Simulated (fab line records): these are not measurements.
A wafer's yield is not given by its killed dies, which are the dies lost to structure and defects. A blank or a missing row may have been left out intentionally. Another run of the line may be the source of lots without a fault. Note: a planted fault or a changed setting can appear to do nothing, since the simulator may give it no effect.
fab line records -- flow n5-finfet
record lots=7, wafers=21
route steps=1938 shown MOL_CONTACT_COAG@588 BEOL_M0_SAQP@635 BEOL_M0@720 BEOL_M2@846 BEOL_M3@974 BEOL_M4@1026 PASSIVATION@1936
start-h: the number of hours between the record's first day and the start of the first shown wafer of the lot -- wait-h: hours elapsed since this lot's preceding step -- " the same as in the row above -- L1.1+2: a row that stands for several wafers -- - no value, or no start was given -- * or withheld: withheld -- < > ~ a bound
route shown NAME@n: NAME is a module with steps in the file, n the number in the route of the first one -- usual: mean/standard deviation of fault-free wafers -- same: alike in all rows -- chamber/n: place in a boat -- sites: readings site by site -- _std_site: their standard deviation -- _edge_site: the outer-site mean with the inner-site mean subtracted -- radius-mm: how far each site lies from the wafer's centre -- mask NAME#n: copy n -- behind: the last tool/chamber to shape the wafer -- hold: what put the lot on hold/how long, in hours/how the hold closed -- device: whichever transistor did not switch (one of n, p or np) -- end of line: tests run on the same wafers once the route is complete -- a step given without rows: its recipe and nothing more -- killed: dies that structure and defects cost at the first sort, which is not the same as the wafer's yield -- map: dies across one wafer; x = killed, . = not, _ = none there
set.NAME: the setting that was run; set.NAME@STEP: the one run at that earlier step -- model.NAME: the simulator's own value behind a step, which no gauge read
lots where settings were altered on purpose, with a table for each step and a row for each wafer
## steps
# step N5_MOL_CONTACT_COAG_ETCH_47
# recipe chemistry=CH3F/O2, target=SiNx, target-depth-a=270, mask-material=SiO2, stop-on=W, over-etch-frac=0.2, ion-energy-ev=120, endpoint=OES-CN, pressure-mtorr=30, source-w=395, bias-w=73, Ar_flow_sccm=150, CH3F_flow_sccm=30, O2_flow_sccm=20, ends=end-point
lot.wafer,tool,chamber,start-h,wait-h,set.over-etch-frac,model.etch.over-etch-s
L079.2,rie-diel-03,3,133.70,0.0,0.2,4.971
L079.3,rie-diel-03,2,133.70,0.0,0.2,5.126
L079.4,rie-diel-03,0,133.70,0.0,0.2,5.048
L081.3,rie-diel-03,0,151.79,0.1,0.2062,5.108
L081.5,rie-diel-03,1,151.79,0.1,0.2,4.971
L081.6,rie-diel-03,0,151.79,0.1,0.2,5.048
L085.1,rie-diel-03,2,170.87,0.0,0.2,5.12
L085.4,rie-diel-03,1,170.87,0.0,0.1884,4.791
L085.6,rie-diel-03,3,170.87,0.0,0.1884,4.754
L088.2,rie-diel-03,3,192.30,0.0,0.2,5.031
L088.3,rie-diel-03,2,192.30,0.0,0.2092,5.334
L088.4,rie-diel-03,1,192.30,0.0,0.2092,5.343
L089.2,rie-diel-03,1,193.72,0.0,0.2,5.107
L089.5,rie-diel-03,1,193.72,0.0,0.2135,5.442
L089.6,rie-diel-03,2,193.72,0.0,0.2135,5.438
L094.2,rie-diel-03,0,226.24,0.0,0.2071,5.277
L094.3,rie-diel-03,2,226.24,0.0,0.2071,5.301
L094.4,rie-diel-03,3,226.24,0.0,0.2,4.996
L096.1,rie-diel-03,1,238.20,0.0,0.2,5.091
L096.2,rie-diel-03,2,238.20,0.0,0.2061,5.326
L096.4,rie-diel-03,0,238.20,0.0,0.2061,5.14
# step N5_BEOL_M0_SAQP_PECVD_03
# recipe material=SiCN, target-thk-a=120, temp-c=withheld, precursor=3MS/NH3, pressure-torr=3, rf-w=202, time-s=21.1
lot.wafer,tool,chamber,start-h,wait-h,set.time-s,model.SiCN_of_BEOL_M0_SAQP_PECVD_03.thk-nm
L079.2,pecvd-01,2,140.32,0.1,21.1,12
L079.3+4,pecvd-01,"0,1",140.32,0.1,21.1,12.2
L081.3,pecvd-04,0,159.59,0.1,21.93,12.4
L081.5,pecvd-04,0,159.59,0.1,21.1,12.2
L081.6,pecvd-04,2,159.59,0.1,21.93,12.6
L085.1,pecvd-01,2,178.85,0.1,21.1,12
L085.4,pecvd-01,0,178.85,0.1,21.1,12.4
L085.6,pecvd-01,2,178.85,0.1,23.23,13.2
L088.2,pecvd-02,0,200.17,0.1,21.1,12.2
L088.3,pecvd-02,2,200.17,0.1,21.1,12
L088.4,pecvd-02,1,200.17,0.1,21.1,11.8
L089.2+6,pecvd-02,0,202.62,0.1,21.1,12.2
L089.5,pecvd-02,2,202.62,0.1,23.37,13.4
L094.2,pecvd-02,0,233.31,0.1,21.1,12
L094.3,pecvd-02,1,233.31,0.1,22.12,12.2
L094.4,pecvd-02,0,233.31,0.1,22.12,12.8
L096.1,pecvd-02,0,247.30,0.1,21.1,12.2
L096.2,pecvd-02,2,247.30,0.1,21.1,12
L096.4,pecvd-02,0,247.30,0.1,21.1,12.4
# step N5_BEOL_M0_SAQP_COAT_08
# recipe resist=CAR-ArF, spin-rpm=1500, resist-thk-nm=90
lot.wafer,tool,chamber,start-h,wait-h,set.spin-rpm,model.CAR-ArF_of_BEOL_M0_SAQP_COAT_08.thk-nm
L079.2,litho-track-04,0,-,-,1500,89.8
L079.3+4,litho-track-04,0,-,-,1500,90
L081.3,litho-track-02,0,-,-,1653,85.8
L081.5,litho-track-02,0,-,-,1500,90.2
L081.6,litho-track-02,0,-,-,1653,86
L085.1,litho-track-02,0,-,-,1500,89.8
L085.4,litho-track-02,0,-,-,1500,89.6
L085.6,litho-track-02,0,-,-,1589,87.4
L088.2,litho-track-01,0,-,-,1500,90
L088.3,litho-track-01,0,-,-,1388,93.8
L088.4,litho-track-01,0,-,-,1500,90.2
L089.2,litho-track-04,0,-,-,1500,90.2
L089.5,litho-track-04,0,-,-,1592,87.2
L089.6,litho-track-04,0,-,-,1592,87.4
L094.2,litho-track-04,0,-,-,1338,95.4
L094.3,litho-track-04,0,-,-,1500,90
L094.4,litho-track-04,0,-,-,1338,95.6
L096.1+2+4,litho-track-02,0,-,-,1500,90
# step N5_BEOL_M0_SAQP_EBR_10
# recipe solvent=PGMEA, ebr-width-mm=1.5
# step N5_BEOL_M0_SAQP_SOFTBAKE_09
# recipe temp-c=110, time-s=60, resist=CAR-ArF
# step N5_BEOL_M0_SAQP_EXPOSE_11
# recipe mask-id=M0_CORE, na=1.35, source-shape=dipole, sigma-inner=0.538, sigma-outer=0.738, polarization=te, target-cd-nm=42, dose-mj=55
# step N5_BEOL_M0_SAQP_PEB_12
# recipe peb-temp-c=withheld, peb-time-s=60, resist=CAR-ArF
# step N5_BEOL_M0_SAQP_DEVELOP_13
# recipe develop-time-s=30, developer=TMAH, resist=CAR-ArF, dev-temp-c=23, rinse-liquid=diw, dry=air-spin
lot.wafer,tool,chamber,start-h,wait-h,set.spin-rpm@BEOL_M0_SAQP_COAT_08,model.CAR-ArF_of_BEOL_M0_SAQP_COAT_08.thk-nm
L079.2+3+4,litho-track-02,0,-,-,1500,88.2
L081.3,litho-track-02,0,-,-,1653,84
L081.5,litho-track-02,0,-,-,1500,88.4
L081.6,litho-track-02,0,-,-,1653,84.4
L085.1,litho-track-02,0,-,-,1500,88.2
L085.4,litho-track-02,0,-,-,1500,87.8
L085.6,litho-track-02,0,-,-,1589,85.6
L088.2,litho-track-04,0,-,-,1500,88.4
L088.3,litho-track-04,0,-,-,1388,92
L088.4,litho-track-04,0,-,-,1500,88.6
L089.2,litho-track-01,0,-,-,1500,88.4
L089.5,litho-track-01,0,-,-,1592,85.6
L089.6,litho-track-01,0,-,-,1592,85.8
L094.2,litho-track-02,0,-,-,1338,93.6
L094.3,litho-track-02,0,-,-,1500,88.4
L094.4,litho-track-02,0,-,-,1338,93.8
L096.1+2,litho-track-02,0,-,-,1500,88.2
L096.4,litho-track-02,0,-,-,1500,88.4
# step N5_BEOL_M0_SAQP_DESCUM_19
# recipe chemistry=O2, time-s=7.9, source-power-w=50, bias-power-w=20, pressure-mtorr=20, rf-frequency-hz=2.712e+07, temp-c=40, resist=CAR-ArF, o2-flow-sccm=225
# step N5_BEOL_M0_SAQP_ETCH_83
# recipe chemistry=CF4, target=SiARC, target-depth-a=390, mask-material=CAR-ArF, time-s=65, ion-energy-ev=80, pressure-mtorr=40, source-w=545, bias-w=36, Ar_flow_sccm=100, cf4-flow-sccm=100, ends=cleared
lot.wafer,tool,chamber,start-h,wait-h,set.spin-rpm@BEOL_M0_SAQP_COAT_08,model.CAR-ArF_of_BEOL_M0_SAQP_COAT_08.thk-nm
L079.2+3+4,rie-diel-04,"3,1,1",141.14,0.0,1500,55.4
L081.3,rie-diel-02,0,160.29,0.0,1653,51.2
L081.5,rie-diel-02,1,160.29,0.0,1500,55.6
L081.6,rie-diel-02,2,160.29,0.0,1653,51.6
L085.1,rie-diel-06,1,179.70,0.0,1500,55.6
L085.4,rie-diel-06,3,179.70,0.0,1500,55
L085.6,rie-diel-06,1,179.70,0.0,1589,53
L088.2,rie-diel-04,3,201.15,0.0,1500,55.4
L088.3,rie-diel-04,3,201.15,0.0,1388,59
L088.4,rie-diel-04,1,201.15,0.0,1500,55.6
L089.2,rie-diel-02,2,203.74,0.0,1500,55.8
L089.5+6,rie-diel-02,"2,3",203.74,0.0,1592,53
L094.2,rie-diel-04,3,234.11,0.0,1338,61
L094.3,rie-diel-04,1,234.11,0.0,1500,55.6
L094.4,rie-diel-04,2,234.11,0.0,1338,61.2
L096.1,rie-diel-06,0,248.30,0.0,1500,55.4
L096.2+4,rie-diel-06,2,248.30,0.0,1500,55.6
# step N5_BEOL_M0_ETCH_128
# recipe chemistry=CF4/N2, target-depth-a=120, overetch-a=51, target=SiCN, time-s=21.4, ion-energy-ev=150, pressure-mtorr=40, source-w=430, bias-w=70, Ar_flow_sccm=100, cf4-flow-sccm=60, n2-flow-sccm=60
# usual rf-vpp-V=382.4/2.2
lot.wafer,tool,chamber,start-h,wait-h,set.source-w,rf-vpp-V
L079.2,rie-diel-03,1,149.93,0.1,430,379.4
L079.3,rie-diel-03,0,149.93,0.1,430,385.6
L079.4,rie-diel-03,1,149.93,0.1,430,380.0
L081.3,rie-diel-03,2,167.86,0.0,500.6,360.9
L081.5,rie-diel-03,0,167.86,0.0,430,384.1
L081.6,rie-diel-03,3,167.86,0.0,430,382.5
L085.1,rie-diel-03,3,194.34,0.8,367.4,404.0
L085.4,rie-diel-03,1,194.34,0.8,430,378.6
L085.6,rie-diel-03,0,194.34,0.8,367.4,403.8
L088.2,rie-diel-01,3,208.49,0.0,392,397.5
L088.3,rie-diel-01,0,208.49,0.0,430,382.4
L088.4,rie-diel-01,2,208.49,0.0,430,385.1
L089.2,rie-diel-03,1,213.01,0.6,430,380.0
L089.5,rie-diel-03,2,213.01,0.6,430,380.5
L089.6,rie-diel-03,1,213.01,0.6,430,379.3
L094.2,rie-diel-05,0,244.12,0.3,430,382.3
L094.3,rie-diel-05,3,244.12,0.3,430,380.1
L094.4,rie-diel-05,2,244.12,0.3,430,381.2
L096.1,rie-diel-03,2,257.61,0.0,430,380.0
L096.2,rie-diel-03,3,257.61,0.0,430,381.5
L096.4,rie-diel-03,0,257.61,0.0,430,383.7
# step N5_BEOL_M2_COAT_62
# recipe resist=SiARC, temp-c=220, time-s=60, spin-rpm=1500, resist-thk-nm=12
lot.wafer,tool,chamber,start-h,wait-h,set.spin-rpm
L079.2+3+4,litho-track-03,0,-,-,1500
L081.3+5+6,litho-track-02,0,-,-,1500
L085.1+4+6,litho-track-02,0,-,-,1500
L088.2+3,litho-track-01,0,-,-,1553
L088.4,litho-track-01,0,-,-,1500
L089.2,litho-track-02,0,-,-,1563
L089.5+6,litho-track-02,0,-,-,1500
L094.2+3+4,litho-track-01,0,-,-,1500
L096.1+4,litho-track-02,0,-,-,1450
L096.2,litho-track-02,0,-,-,1500
# step N5_BEOL_M2_EXPOSE_08
# recipe mask-id=M2, na=0.33, source-shape=dipole, sigma-inner=0.369, sigma-outer=0.767, polarization=unpolarized, dose-mj=41.25
lot.wafer,tool,chamber,start-h,wait-h,mask,set.dose-mj
L079.2+3+4,euv-scanner-01,0,162.29,-,M2#0,41.25
L081.3+6,euv-scanner-02,0,184.14,-,M2#0,41.25
L081.5,euv-scanner-02,0,184.14,-,M2#0,43.18
L085.1+4+6,euv-scanner-02,0,209.74,-,M2#0,41.25
L088.2+3,euv-scanner-01,0,225.19,-,M2#0,41.25
L088.4,euv-scanner-01,0,225.19,-,M2#0,39.89
L089.2+6,euv-scanner-01,0,229.84,-,M2#0,41.25
L089.5,euv-scanner-01,0,229.84,-,M2#0,38.44
L094.2+3,euv-scanner-01,0,257.93,-,M2#0,41.25
L094.4,euv-scanner-01,0,257.93,-,M2#0,40.47
L096.1+2+4,euv-scanner-01,0,283.86,-,M2#0,41.25
# step N5_BEOL_M2_PEB_09
# recipe peb-temp-c=100, peb-time-s=60, resist=CAR-EUV
# step N5_BEOL_M2_DEVELOP_10
# recipe develop-time-s=30, developer=TMAH, resist=CAR-EUV, rinse-liquid=surfactant-rinse, dry=air-spin, dev-temp-c=23
# step N5_BEOL_M2_DESCUM_16
# recipe chemistry=O2, time-s=7, source-power-w=50, bias-power-w=20, pressure-mtorr=20, rf-frequency-hz=2.712e+07, temp-c=40, resist=CAR-EUV, o2-flow-sccm=225
# step N5_BEOL_M2_ETCH_74
# recipe chemistry=N2/H2, target=underlayer, target-depth-a=65, mask-material=CAR-EUV, time-s=5.2, ion-energy-ev=200, pressure-mtorr=30, source-w=840, bias-w=150, n2-flow-sccm=200, h2-flow-sccm=200, ends=cleared
lot.wafer,tool,chamber,start-h,wait-h,set.dose-mj@BEOL_M2_EXPOSE_08,model.BEOL_M2.cd-offset-nm
L079.2+3+4,rie-diel-05,"2,1,0",162.87,0.0,41.25,-0.4
L081.3,rie-diel-03,3,185.05,0.0,41.25,-0.2
L081.5,rie-diel-03,3,185.05,0.0,43.18,1
L081.6,rie-diel-03,2,185.05,0.0,41.25,0.2
L085.1+4,rie-diel-05,"1,3",210.03,0.0,41.25,-0.2
L085.6,rie-diel-05,1,210.03,0.0,41.25,0.2
L088.2,rie-diel-03,2,225.47,0.0,41.25,0
L088.3,rie-diel-03,0,225.47,0.0,41.25,-0.4
L088.4,rie-diel-03,3,225.47,0.0,39.89,-0.8
L089.2+6,rie-diel-05,"0,3",230.12,0.0,41.25,-0.4
L089.5,rie-diel-05,2,230.12,0.0,38.44,-1.4
L094.2,rie-diel-01,0,258.21,0.0,41.25,0
L094.3,rie-diel-01,3,258.21,0.0,41.25,0.2
L094.4,rie-diel-01,2,258.21,0.0,40.47,-0.2
L096.1,rie-diel-05,2,284.15,0.0,41.25,0
L096.2,rie-diel-05,3,284.15,0.0,41.25,-0.2
L096.4,rie-diel-05,3,284.15,0.0,41.25,-0.4
# step N5_BEOL_M2_ETCH_63
# recipe chemistry=CF4, target=SiARC, target-depth-a=156, mask-material=CAR-EUV, time-s=26, ion-energy-ev=80, pressure-mtorr=40, source-w=545, bias-w=36, Ar_flow_sccm=100, cf4-flow-sccm=100, ends=cleared
lot.wafer,tool,chamber,start-h,wait-h,set.spin-rpm@BEOL_M2_COAT_62,model.etch.depth-nm
L079.2,rie-diel-05,2,162.89,0.0,1500,12.04
L079.3,rie-diel-05,1,162.89,0.0,1500,12.07
L079.4,rie-diel-05,0,162.89,0.0,1500,12.03
L081.3,rie-diel-03,3,185.06,0.0,1500,11.98
L081.5,rie-diel-03,3,185.06,0.0,1500,12
L081.6,rie-diel-03,2,185.06,0.0,1500,12.02
L085.1,rie-diel-05,1,210.05,0.0,1500,12.04
L085.4,rie-diel-05,3,210.05,0.0,1500,12.03
L085.6,rie-diel-05,1,210.05,0.0,1500,12.05
L088.2,rie-diel-03,2,225.49,0.0,1553,11.88
L088.3,rie-diel-03,0,225.49,0.0,1553,11.94
L088.4,rie-diel-03,3,225.49,0.0,1500,12.1
L089.2,rie-diel-05,0,230.13,0.0,1563,11.78
L089.5,rie-diel-05,2,230.13,0.0,1500,12.03
L089.6,rie-diel-05,3,230.13,0.0,1500,12.02
L094.2+4,rie-diel-01,"0,2",258.23,0.0,1500,12.11
L094.3,rie-diel-01,3,258.23,0.0,1500,12.06
L096.1,rie-diel-05,2,284.16,0.0,1450,12.15
L096.2,rie-diel-05,3,284.16,0.0,1500,11.99
L096.4,rie-diel-05,3,284.16,0.0,1450,12.21
# step N5_BEOL_M2_ETCH_64
# recipe chemistry=N2/H2, target=SOC, target-depth-a=750, overetch-a=225, mask-material=SiARC, temp-c=40, time-s=121.9, ion-energy-ev=200, pressure-mtorr=30, source-w=840, bias-w=150, n2-flow-sccm=200, h2-flow-sccm=200
lot.wafer,tool,chamber,start-h,wait-h,set.dose-mj@BEOL_M2_EXPOSE_08,model.BEOL_M2.cd-offset-nm
L079.2+4,rie-diel-05,"2,0",162.91,0.0,41.25,-0.4
L079.3,rie-diel-05,1,162.91,0.0,41.25,-0.2
L081.3,rie-diel-03,3,185.09,0.0,41.25,-0.2
L081.5,rie-diel-03,3,185.09,0.0,43.18,0.8
L081.6,rie-diel-03,2,185.09,0.0,41.25,0
L085.1+4,rie-diel-05,"1,3",210.08,0.0,41.25,0
L085.6,rie-diel-05,1,210.08,0.0,41.25,0.6
L088.2,rie-diel-03,2,225.52,0.0,41.25,-0.2
L088.3,rie-diel-03,0,225.52,0.0,41.25,-0.4
L088.4,rie-diel-03,3,225.52,0.0,39.89,-1.2
L089.2,rie-diel-05,0,230.16,0.0,41.25,0
L089.5,rie-diel-05,2,230.16,0.0,38.44,-1.4
L089.6,rie-diel-05,3,230.16,0.0,41.25,-0.2
L094.2+3,rie-diel-01,"0,3",258.26,0.0,41.25,0.6
L094.4,rie-diel-01,2,258.26,0.0,40.47,0
L096.1,rie-diel-05,2,284.19,0.0,41.25,0.4
L096.2,rie-diel-05,3,284.19,0.0,41.25,0
L096.4,rie-diel-05,3,284.19,0.0,41.25,-0.2
# step N5_BEOL_M2_SPUTTER_79
# recipe material=Cu, target-thk-a=45, temp-c=-20, chamber-pressure-pa=0.07, power-w=withheld, time-s=8.29
lot.wafer,tool,chamber,start-h,wait-h,set.time-s
L079.2+3+4,pvd-sputter-02,-,170.36,0.1,8.29
L081.3+5+6,pvd-sputter-03,-,197.88,0.1,8.29
L085.1,pvd-sputter-02,-,222.34,0.1,9.038
L085.4+6,pvd-sputter-02,-,222.34,0.1,8.29
L088.2+3+4,pvd-sputter-02,-,229.73,0.1,8.29
L089.2+5,pvd-sputter-02,-,236.33,0.1,7.802
L089.6,pvd-sputter-02,-,236.33,0.1,8.29
L094.2+3+4,pvd-sputter-01,-,270.73,0.1,8.29
L096.1,pvd-sputter-03,-,290.55,0.1,8.29
L096.2+4,pvd-sputter-03,-,290.55,0.1,7.167
# step N5_BEOL_M3_ETCH_70
# recipe chemistry=N2/H2, target=SOC, target-depth-a=800, overetch-a=160, mask-material=SiARC, temp-c=40, time-s=120, ion-energy-ev=200, pressure-mtorr=30, source-w=840, bias-w=150, n2-flow-sccm=200, h2-flow-sccm=200
# usual rf-vpp-V=523.2/2
lot.wafer,tool,chamber,start-h,wait-h,set.bias-w,rf-vpp-V,model.SiARC_of_BEOL_M3_COAT_68.thk-nm
L079.2,rie-diel-04,1,182.28,0.0,150,524.3,6.2
L079.3,rie-diel-04,2,182.28,0.0,150,525.5,6.6
L079.4,rie-diel-04,3,182.28,0.0,150,525.3,6.4
L081.3,rie-diel-06,0,208.21,0.0,161.1,546.1,5.8
L081.5,rie-diel-06,0,208.21,0.0,150,521.7,6.2
L081.6,rie-diel-06,2,208.21,0.0,150,526.2,6.6
L085.1,rie-diel-06,3,229.45,0.0,158.1,536.8,6
L085.4,rie-diel-06,0,229.45,0.0,150,522.1,6.4
L085.6,rie-diel-06,3,229.45,0.0,150,520.9,6.2
L088.2,rie-diel-02,1,238.53,0.0,150,521.8,6.4
L088.3,rie-diel-02,3,238.53,0.0,150,521.2,6
L088.4,rie-diel-02,0,238.53,0.0,150,521.6,6.4
L089.2,rie-diel-06,3,243.57,0.0,159.6,542.3,5.8
L089.5,rie-diel-06,3,243.57,0.0,150,521.7,6.4
L089.6,rie-diel-06,0,243.57,0.0,159.6,543.5,6
L094.2,rie-diel-02,3,282.34,0.0,166.1,555.1,5.4
L094.3,rie-diel-02,2,282.34,0.0,150,522.9,6.2
L094.4,rie-diel-02,1,282.34,0.0,150,520.8,6.4
L096.1,rie-diel-04,3,302.32,0.0,173.4,577.3,5.4
L096.2,rie-diel-04,1,302.32,0.0,173.4,574.4,5
L096.4,rie-diel-04,0,302.32,0.0,150,522.4,6.4
# step N5_BEOL_M3_TRENCH_ETCH_37
# recipe chemistry=C4F6/O2, target-depth-a=555.55, target=SiOC, time-s=29.2, ion-energy-ev=250, pressure-mtorr=30, source-w=355, bias-w=185, Ar_flow_sccm=300, C4F6_flow_sccm=10, O2_flow_sccm=10
lot.wafer,tool,chamber,start-h,wait-h,set.time-s,model.etch.depth-nm,model.BEOL_M3.feature-depth-nm
L079.2,rie-diel-04,1,-,-,29.2,55.88,55.8
L079.3,rie-diel-04,2,-,-,29.2,53.87,53.8
L079.4,rie-diel-04,3,-,-,29.2,54.94,55
L081.3,rie-diel-06,0,-,-,29.2,55.38,55.4
L081.5,rie-diel-06,0,-,-,29.2,55.6,55.6
L081.6,rie-diel-06,2,-,-,26.08,48.68,48.6
L085.1,rie-diel-06,3,-,-,29.2,55.59,55.6
L085.4,rie-diel-06,0,-,-,32.7,61.41,61.4
L085.6,rie-diel-06,3,-,-,29.2,55.85,55.8
L088.2,rie-diel-02,1,-,-,29.2,56.23,56.2
L088.3,rie-diel-02,3,-,-,31.99,62.38,62.4
L088.4,rie-diel-02,0,-,-,31.99,61.24,61.2
L089.2,rie-diel-06,3,-,-,29.2,54.91,55
L089.5,rie-diel-06,3,-,-,29.2,55.35,55.4
L089.6,rie-diel-06,0,-,-,31.66,58.6,58.6
L094.2,rie-diel-02,3,-,-,29.2,56.37,56.4
L094.3,rie-diel-02,2,-,-,32.27,61.83,61.8
L094.4,rie-diel-02,1,-,-,29.2,56.06,56
L096.1,rie-diel-04,3,-,-,29.2,54.83,54.8
L096.2,rie-diel-04,1,-,-,29.2,55.21,55.2
L096.4,rie-diel-04,0,-,-,25.05,47.43,47.4
# step N5_BEOL_M3_ETCH_41
# recipe chemistry=CH3F/O2, target=SiCN, target-depth-a=299, taper-deg=2, time-s=52.5, ion-energy-ev=120, mask-material=TiN, pressure-mtorr=30, source-w=395, bias-w=75, Ar_flow_sccm=150, CH3F_flow_sccm=30, O2_flow_sccm=20
# step N5_BEOL_M3_STRIP_97
# recipe chemistry=N2/H2, time-s=10, power-w=450, temp-c=40, pressure-mtorr=20, rf-frequency-hz=6e+07, bias-power-w=7, n2-flow-sccm=200, h2-flow-sccm=200
# step N5_BEOL_M3_OCD_MEAS_38
# usual trench-depth-nm=55.1/1.1
lot.wafer,tool,chamber,start-h,wait-h,set.time-s@BEOL_M3_TRENCH_ETCH_37,trench-depth-nm
L079.2,ocd-01,-,182.63,-,29.2,55.7
L079.3,ocd-01,-,182.63,-,29.2,53.9
L079.4,ocd-01,-,182.63,-,29.2,54.4
L081.3,ocd-02,-,208.57,-,29.2,55.2
L081.5,ocd-02,-,208.57,-,29.2,55.3
L081.6,ocd-02,-,208.57,-,26.08,48.4
L085.1,ocd-02,-,229.96,-,29.2,55.9
L085.4,ocd-02,-,229.96,-,32.7,61.6
L085.6,ocd-02,-,229.96,-,29.2,56.2
L088.2,ocd-02,-,238.89,-,29.2,56.1
L088.3,ocd-02,-,238.89,-,31.99,62.6
L088.4,ocd-02,-,238.89,-,31.99,61.4
L089.2,ocd-01,-,243.92,-,29.2,55.0
L089.5,ocd-01,-,243.92,-,29.2,55.1
L089.6,ocd-01,-,243.92,-,31.66,58.5
L094.2,ocd-02,-,282.70,-,29.2,56.1
L094.3,ocd-02,-,282.70,-,32.27,61.9
L094.4,ocd-02,-,282.70,-,29.2,56.0
L096.1,ocd-02,-,302.67,-,29.2,54.4
L096.2,ocd-02,-,302.67,-,29.2,54.9
L096.4,ocd-02,-,302.67,-,25.05,47.2
# step N5_BEOL_M4_COAT_62
# recipe resist=SiARC, temp-c=220, time-s=60, spin-rpm=1500, resist-thk-nm=12
lot.wafer,tool,chamber,start-h,wait-h,set.spin-rpm,model.SiARC_of_BEOL_M4_COAT_62.thk-nm
L079.2+3+4,litho-track-04,0,-,-,1500,12
L081.3+5+6,litho-track-02,0,-,-,1500,12
L085.1+4+6,litho-track-04,0,-,-,1599,11.6
L088.2+3,litho-track-02,0,-,-,1500,12
L088.4,litho-track-02,0,-,-,1340,12.8
L089.2+5,litho-track-02,0,-,-,1500,12
L089.6,litho-track-02,0,-,-,1341,12.8
L094.2+3+4,litho-track-01,0,-,-,1500,12
L096.1+2+4,litho-track-02,0,-,-,1500,12
# step N5_PASSIVATION_PROBE_49
# usual defect-limited-yield=90.5/1.7, killed-dies=112/21, sort-yield-pct=90.5/1.8
lot.wafer,tool,chamber,start-h,wait-h,set.ald-cycles@FIN_SAQP_SPACER1_ALD_24,set.source-w@BEOL_M10_TRENCH_ETCH_37,set.time-s@BEOL_M2_SPUTTER_79,defect-limited-yield[%],killed-dies,sort-yield-pct[%]
L079.2,prober-02,-,319.68,0.1,218,345,8.29,88.8,132,88.8
L079.3,prober-02,-,319.73,0.1,218,345,8.29,89.3,126,89.3
L079.4,prober-02,-,319.78,0.2,218,345,8.29,89.3,126,89.3
L081.3,prober-02,-,336.72,0.1,234,373.6,8.29,89.1,129,89.1
L081.5,prober-02,-,336.82,0.2,218,345,8.29,74.2,304,74.2
L081.6,prober-02,-,336.87,0.3,234,373.6,8.29,90.8,108,90.8
L085.1,prober-02,-,361.08,0.0,218,345,9.038,90.2,116,90.2
L085.4,prober-02,-,361.23,0.2,251,365.5,8.29,19.1,955,19.1
L085.6,prober-02,-,361.33,0.3,218,365.5,8.29,92.0,94,92.0
L088.2,prober-02,-,367.76,0.1,253,345,8.29,10.8,1052,10.8
L088.3,prober-02,-,367.81,0.1,218,345,8.29,90.0,118,89.5
L088.4,prober-02,-,367.86,0.2,218,345,8.29,84.7,180,79.2
L089.2,prober-02,-,374.91,0.1,205,381,7.802,88.5,136,88.5
L089.5,prober-02,-,375.06,0.2,218,345,7.802,0.1,1179,0.1
L089.6,prober-02,-,375.11,0.3,218,381,8.29,86.9,154,86.9
L094.2,prober-01,-,402.04,0.1,218,345,8.29,91.9,96,91.9
L094.3,prober-01,-,402.09,0.1,218,345,8.29,91.5,100,91.5
L094.4,prober-01,-,402.14,0.2,218,345,8.29,90.8,108,90.8
L096.1,prober-01,-,436.39,0.0,218,345,8.29,91.9,95,91.9
L096.2,prober-01,-,436.44,0.1,207,345,7.167,94.8,61,94.8
L096.4,prober-01,-,436.54,0.2,207,345,7.167,90.8,109,90.8
## key
split step=N5_MOL_CONTACT_COAG_ETCH_47, setting=over-etch-frac, stated=0.2, by=wafer
response step=N5_MOL_CONTACT_COAG_ETCH_47, reading=model.etch.over-etch-s, change=+0.0565, per=1%, r=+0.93
split step=N5_BEOL_M0_SAQP_PECVD_03, setting=time-s, stated=21.1, by=wafer
response step=N5_BEOL_M0_SAQP_PECVD_03, reading=model.SiCN_of_BEOL_M0_SAQP_PECVD_03.thk-nm, change=+0.104, per=1%, r=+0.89
split step=N5_BEOL_M0_SAQP_COAT_08, setting=spin-rpm, stated=1500, by=wafer
response step=N5_BEOL_M0_SAQP_COAT_08, reading=model.CAR-ArF_of_BEOL_M0_SAQP_COAT_08.thk-nm, change=-0.465, per=1%, r=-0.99
response step=N5_BEOL_M0_SAQP_DEVELOP_13, reading=model.CAR-ArF_of_BEOL_M0_SAQP_COAT_08.thk-nm, change=-0.45, per=1%, r=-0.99
response step=N5_BEOL_M0_SAQP_ETCH_83, reading=model.CAR-ArF_of_BEOL_M0_SAQP_COAT_08.thk-nm, change=-0.456, per=1%, r=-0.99
split step=N5_BEOL_M0_ETCH_128, setting=source-w, stated=430, by=wafer
response step=N5_BEOL_M0_ETCH_128, reading=rf-vpp-V, change=-1.53, per=1%, r=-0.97
split step=N5_BEOL_M2_COAT_62, setting=spin-rpm, stated=1500, by=wafer
response step=N5_BEOL_M2_ETCH_63, reading=model.etch.depth-nm, change=-0.0569, per=1%, r=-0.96
split step=N5_BEOL_M2_EXPOSE_08, setting=dose-mj, stated=41.25, by=wafer
response step=N5_BEOL_M2_ETCH_74, reading=model.BEOL_M2.cd-offset-nm, change=+0.17, per=1%, r=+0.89
response step=N5_BEOL_M2_ETCH_64, reading=model.BEOL_M2.cd-offset-nm, change=+0.207, per=1%, r=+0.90
split step=N5_BEOL_M2_SPUTTER_79, setting=time-s, stated=8.29, by=wafer
response step=N5_PASSIVATION_PROBE_49, reading=defect-limited-yield, slope=+2.59, per=1%, together-with=ald-cycles@FIN_SAQP_SPACER1_ALD_24,source-w@BEOL_M10_TRENCH_ETCH_37, explained=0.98
response step=N5_PASSIVATION_PROBE_49, reading=killed-dies, slope=-30.5, per=1%, together-with=ald-cycles@FIN_SAQP_SPACER1_ALD_24,source-w@BEOL_M10_TRENCH_ETCH_37, explained=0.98
response step=N5_PASSIVATION_PROBE_49, reading=sort-yield-pct, slope=+2.58, per=1%, together-with=ald-cycles@FIN_SAQP_SPACER1_ALD_24,source-w@BEOL_M10_TRENCH_ETCH_37, explained=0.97
split step=N5_BEOL_M3_ETCH_70, setting=bias-w, stated=150, by=wafer
response step=N5_BEOL_M3_ETCH_70, reading=rf-vpp-V, change=+3.26, per=1%, r=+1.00
response step=N5_BEOL_M3_ETCH_70, reading=model.SiARC_of_BEOL_M3_COAT_68.thk-nm, change=-0.0779, per=1%, r=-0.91
split step=N5_BEOL_M3_TRENCH_ETCH_37, setting=time-s, stated=29.2, by=wafer
response step=N5_BEOL_M3_TRENCH_ETCH_37, reading=model.etch.depth-nm, change=+0.533, per=1%, r=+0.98
response step=N5_BEOL_M3_TRENCH_ETCH_37, reading=model.BEOL_M3.feature-depth-nm, change=+0.534, per=1%, r=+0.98
response step=N5_BEOL_M3_OCD_MEAS_38, reading=trench-depth-nm, change=+0.534, per=1%, r=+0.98
split step=N5_BEOL_M4_COAT_62, setting=spin-rpm, stated=1500, by=wafer
response step=N5_BEOL_M4_COAT_62, reading=model.SiARC_of_BEOL_M4_COAT_62.thk-nm, change=-0.0752, per=1%, r=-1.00
split outside-this-file step=N5_FIN_SAQP_SPACER1_ALD_24 setting=ald-cycles
split outside-this-file step=N5_BEOL_M10_TRENCH_ETCH_37 setting=source-w
# split outside-this-file: this setting was split too, and the file shows its column; the key of that split is in another file
